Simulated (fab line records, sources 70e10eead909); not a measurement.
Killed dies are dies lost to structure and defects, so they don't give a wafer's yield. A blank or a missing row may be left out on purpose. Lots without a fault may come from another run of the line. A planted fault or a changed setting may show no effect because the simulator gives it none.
A struck lot beside a sound one | flow nand_harc | 39 steps out of a route of 1159
Sound: wafers L387.3, L387.4, L387.6. Struck: wafer L394.5. (L394.3, L394.6 of the same lot were not struck and are left out.) The cause comes at the end.
At each step with rows: each side's tool, then ch and its chambers, then its first start. Under that, the readings that differ: sound wafers | struck wafers | difference of the means | sigmas: that difference in standard deviations of wafers without a fault.
alike: readings whose means differ by less than 2 such deviations, and words and numbers that are the same on both sides. not compared: withheld readings, readings that some wafer has no value for, bounds like >300 that may hide the same value, and numbers for which the record gives no deviation and whose values overlap.
The two part at a step that has a row with sigmas, a row that says differs or no value, or rows on one side only. Numbers that don't overlap but have no deviation are shown without sigmas and don't part them. A reading that every wafer of one side lacks parts them only if that side has two wafers or more.

first, 7 steps without rows for these wafers: NHARC_A_STAIRCASE_EBR_285; NHARC_A_STAIRCASE_EXPOSE_286 (exposes mask CHOP 100); NHARC_A_STAIRCASE_PEB_287 (peb time 130 s); NHARC_A_STAIRCASE_DEVELOP_288 (time 140 s); NHARC_A_STAIRCASE_HARDBAKE_290 (time 140 s); NHARC_A_STAIRCASE_DESCUM_291 (chemistry O2, time 3 s); NHARC_A_STAIRCASE_ETCH_292 (etches the open film in CF4/CHF3).
NHARC_A_STAIRCASE_HM_OPEN_460: chemistry O2/COS.
  sound on rie_diel-12 ch 0,1,3; struck on rie_diel-12 ch 3
  reading                | sound                | struck | difference | sigmas
  throttle_valve_pct (%) | 28.321 28.332 28.308 | 28.345 | +0.025     | +3
  alike: chamber_pressure_mTorr, drypump_motor_current_A, oes_product_au, rf_vpp_V, showerhead_plenum_p_Torr
  not compared: rf_hours_counter_h
then, 1 step without rows for these wafers: NHARC_A_STAIRCASE_STRIP_461 (strips in O2/COS).
NHARC_A_STAIRCASE_ETCH_452: etches the open film in CF4/O2, target depth 30 nm, overetch 3 nm, time 16.5 s.
  sound on rie_diel-12 ch 2,3; struck on rie_diel-12 ch 2
  alike: chamber_pressure_mTorr, drypump_motor_current_A, oes_product_au, rf_vpp_V, showerhead_plenum_p_Torr, throttle_valve_pct
  not compared: rf_hours_counter_h
then, 1 step without rows for these wafers: NHARC_A_STAIRCASE_ETCH_294 (etches the open film in C4F8/O2/Ar, target depth 4992 nm, time 1212.4 s).
NHARC_A_STAIRCASE_STRIP_295: strips in O2.
  sound on rie_diel-12 ch 1,2,3, day 11 07:50; struck on rie_diel-12 ch 2, day 13 01:07
  alike: chamber_pressure_mTorr, drypump_motor_current_A, oes_product_au, rf_vpp_V, showerhead_plenum_p_Torr, throttle_valve_pct
  not compared: rf_hours_counter_h
then, 15 steps without rows for these wafers: NHARC_A_STAIRCASE_STRIP_296 (strips in SPM, time 900 s); NHARC_A_STAIRCASE_PRECLEAN_297 (cleans in SC1); NHARC_A_STAIRCASE_SRD_298; NHARC_A_STAIRCASE_HM_DEP_462 (deposits aC, target thk 800 nm); NHARC_A_STAIRCASE_DEP_301 (deposits SiON, target thk 30 nm); NHARC_A_STAIRCASE_DEHYDRATE_302 (time 120 s); NHARC_A_STAIRCASE_HMDS_303 (time 30 s); NHARC_A_STAIRCASE_COAT_304; NHARC_A_STAIRCASE_SOFTBAKE_305 (time 170 s); NHARC_A_STAIRCASE_EBR_306; NHARC_A_STAIRCASE_EXPOSE_307 (exposes mask CHOP 50); NHARC_A_STAIRCASE_PEB_308 (peb time 130 s); NHARC_A_STAIRCASE_DEVELOP_309 (time 140 s); NHARC_A_STAIRCASE_HARDBAKE_311 (time 140 s); NHARC_A_STAIRCASE_DESCUM_312 (chemistry O2, time 3 s).
NHARC_A_STAIRCASE_ETCH_313: etches the open film in CF4/CHF3.
  sound on rie_diel-12 ch 1,3, day 11 11:28; struck on rie_diel-11 ch 2, day 13 04:49
  reading                        | sound                | struck | difference | sigmas
  chamber_pressure_mTorr (mTorr) | 25.049 24.994 24.949 | 24.939 | -0.058     | -3
  alike: chf3_flow_sccm, drypump_motor_current_A, oes_product_au, rf_vpp_V, showerhead_plenum_p_Torr, throttle_valve_pct
  not compared: rf_hours_counter_h
then, 2 steps without rows for these wafers: NHARC_A_STAIRCASE_HM_OPEN_463 (chemistry O2/COS); NHARC_A_STAIRCASE_STRIP_464 (strips in O2/COS).
NHARC_A_STAIRCASE_ETCH_453: etches the open film in CF4/O2, target depth 30 nm, overetch 3 nm, time 16.5 s.
  sound on rie_diel-12 ch 0,2; struck on rie_diel-11 ch 3
  alike: chamber_pressure_mTorr, drypump_motor_current_A, oes_product_au, rf_vpp_V, showerhead_plenum_p_Torr, throttle_valve_pct
  not compared: rf_hours_counter_h
NHARC_A_STAIRCASE_ETCH_315: etches the open film in C4F8/O2/Ar, target depth 2500 nm, time 607.1 s.
  sound on rie_diel-12 ch 2,3; struck on rie_diel-11 ch 2
  reading               | sound             | struck | difference | sigmas
  oes_product_au (a.u.) | 0.917 0.946 0.954 | 0.907  | -0.032     | -2
  alike: chamber_pressure_mTorr, rf_vpp_V
  not compared: rf_hours_counter_h
then, 6 steps without rows for these wafers: NHARC_A_STAIRCASE_STRIP_316 (strips in O2); NHARC_A_STAIRCASE_STRIP_317 (strips in SPM, time 900 s); NHARC_A_STAIRCASE_PRECLEAN_318 (cleans in SC1); NHARC_A_STAIRCASE_SRD_329; NHARC_A_STAIRCASE_ALD_415 (deposits SiO2, target thk 30 nm, pulse time 6 s, ald cycles 300); NHARC_A_STAIRCASE_ETCHBACK_416 (etches the open film in C4F8/O2/Ar, target depth 36 nm, time 7.2 s).
-- the record jumps here: 8 days lie between the struck wafers' starts before and after (it left off in module A_STAIRCASE and takes up again in module END, whose first step shown is number 1159 of the route) --
NHARC_END_SORT_01:
  the record has rows for the struck wafers here (prober-02 ch 0, day 21 07:05) and none for the sound ones

WHERE THEY PART
First at NHARC_A_STAIRCASE_HM_OPEN_460; last, within this record, at NHARC_END_SORT_01.

WHY: what the simulator had put in
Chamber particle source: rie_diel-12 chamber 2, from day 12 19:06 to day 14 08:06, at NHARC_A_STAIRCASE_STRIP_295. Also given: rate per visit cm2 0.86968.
